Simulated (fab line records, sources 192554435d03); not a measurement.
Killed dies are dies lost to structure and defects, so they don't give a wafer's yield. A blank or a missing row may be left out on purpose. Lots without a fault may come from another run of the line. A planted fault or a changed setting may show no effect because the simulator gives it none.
Split-lot experiment | flow n5_finfet | 7 lots, 39 wafers read, on a route of 1938 steps

THE SPLIT
At N5_ZERO_LAYER_DEVELOP_10 (develop time 60 s), the setting develop_time_s was moved away from the recipe's 60 s on 15 of the 39 wafers read, by -54.8% to +44.8%. The other wafers ran this setting at the recipe's value.

FROM THE SPLIT TO THE READING: what the file shows between them, 1 step
- N5_ZERO_LAYER_HARDBAKE_23: time 120 s

THE READING
cd_nm, in nm, at N5_ZERO_LAYER_CD_MEAS_11 (target cd 2000 nm). Fault-free wafers of this fab line usually give 1999.8 nm, standard deviation 2.1 nm.

wafer  | tool, chamber at the split | develop_time_s as run, s | against the recipe | cd_nm, nm | against lot-mates on the recipe
L076.1 | litho_track-03, 0          | 60                       | recipe             | 2003.2    | -
L076.2 | litho_track-03, 0          | 60                       | recipe             | 1999.5    | -
L076.3 | litho_track-03, 0          | 60                       | recipe             | 2003.3    | -
L076.4 | litho_track-03, 0          | 60                       | recipe             | 1998.6    | -
L076.5 | litho_track-03, 0          | 60                       | recipe             | 2001.7    | -
L076.6 | litho_track-03, 0          | 60                       | recipe             | 2000.5    | -
L077.1 | litho_track-03, 0          | 60                       | recipe             | 2000.8    | -
L077.2 | litho_track-03, 0          | 86.87                    | +44.8%             | 2008.5    | +8.7
L077.3 | litho_track-03, 0          | 60                       | recipe             | 1999.3    | -
L077.4 | litho_track-03, 0          | 86.87                    | +44.8%             | 2009.5    | +9.7
L077.5 | litho_track-03, 0          | 86.87                    | +44.8%             | 2009.5    | +9.7
L077.6 | litho_track-03, 0          | 60                       | recipe             | 1999.2    | -
L079.1 | litho_track-03, 0          | 60                       | recipe             | 2002.1    | -
L079.2 | litho_track-03, 0          | 27.13                    | -54.8%             | 1983.6    | -17.5
L079.3 | litho_track-03, 0          | 27.13                    | -54.8%             | 1985.0    | -16.1
L079.4 | litho_track-03, 0          | 60                       | recipe             | 1999.0    | -
L079.5 | litho_track-03, 0          | 27.13                    | -54.8%             | 1986.0    | -15.1
L079.6 | litho_track-03, 0          | 60                       | recipe             | 2002.1    | -
L080.1 | litho_track-05, 0          | 38.05                    | -36.6%             | 1990.6    | -11.0
L080.2 | litho_track-05, 0          | 60                       | recipe             | 2003.0    | -
L080.3 | litho_track-05, 0          | 38.05                    | -36.6%             | 1992.0    | -9.6
L080.4 | litho_track-05, 0          | 60                       | recipe             | 2001.2    | -
L080.5 | litho_track-05, 0          | 60                       | recipe             | 2000.5    | -
L080.6 | litho_track-05, 0          | 38.05                    | -36.6%             | 1988.1    | -13.5
L085.1 | litho_track-02, 0          | 81.11                    | +35.2%             | 2007.2    | +5.9
L085.2 | litho_track-02, 0          | 60                       | recipe             | 2003.4    | -
L085.3 | litho_track-02, 0          | 60                       | recipe             | 2002.3    | -
L085.4 | litho_track-02, 0          | 60                       | recipe             | 1998.1    | -
L085.5 | litho_track-02, 0          | 81.11                    | +35.2%             | 2007.8    | +6.5
L085.6 | litho_track-02, 0          | 81.11                    | +35.2%             | 2008.0    | +6.7
L086.1 | litho_track-05, 0          | 60                       | recipe             | 1997.4    | -
L086.2 | litho_track-05, 0          | 72.81                    | +21.4%             | 1999.2    | +0.9
L086.3 | litho_track-05, 0          | 60                       | recipe             | 1997.0    | -
L086.4 | litho_track-05, 0          | 72.81                    | +21.4%             | 2003.0    | +4.7
L086.5 | litho_track-05, 0          | 60                       | recipe             | 2000.4    | -
L086.6 | litho_track-05, 0          | 72.81                    | +21.4%             | 2006.8    | +8.5
L094.2 | litho_track-05, 0          | 60                       | recipe             | 1997.7    | -
L094.4 | litho_track-05, 0          | 60                       | recipe             | 1997.0    | -
L094.5 | litho_track-05, 0          | 60                       | recipe             | 1999.4    | -

THE FIT
A straight line over all 39 wafers: cd_nm changes by +0.241 nm for each +1% of develop_time_s; r = +0.94; the points scatter about the line by 2.2 nm.
The same after taking each lot's own level away (the mean of its wafers on the recipe; 39 wafers): +0.256 nm for each +1%; r = +0.96; scatter 1.9 nm.
On that fit, the largest move of develop_time_s shifts the reading by 14 nm.
The lots' own levels span 1998.03 to 2001.57 nm, that is 1.7 times the standard deviation above.
So the lot-to-lot level changes the slope little: the two slopes agree.
Check: with one of the wafers moved furthest among these (-54.8%) left out of the fit, the line predicts -14.3 nm for it against its lot-mates. It came out at -17.5 nm against them.

THE WHOLE CHAIN: every reading that the file lists as answering this split, in the file's order
step                     | what it does             | reading                                                           | change (the file's fit)               | r (the file's)
N5_ZERO_LAYER_CD_MEAS_11 | target cd 2000 nm        | cd_nm                                                             | +0.255 nm for each +1% of the setting | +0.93
N5_ZERO_LAYER_DESCUM_16  | chemistry O2, time 7.9 s | ZERO_LAYER.cd_nm (the simulator's own value, which no gauge read) | +0.253 nm for each +1% of the setting | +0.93

THE FILE'S OWN FIT
cd_nm changes by +0.255 nm for each +1% of develop_time_s, r = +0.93.
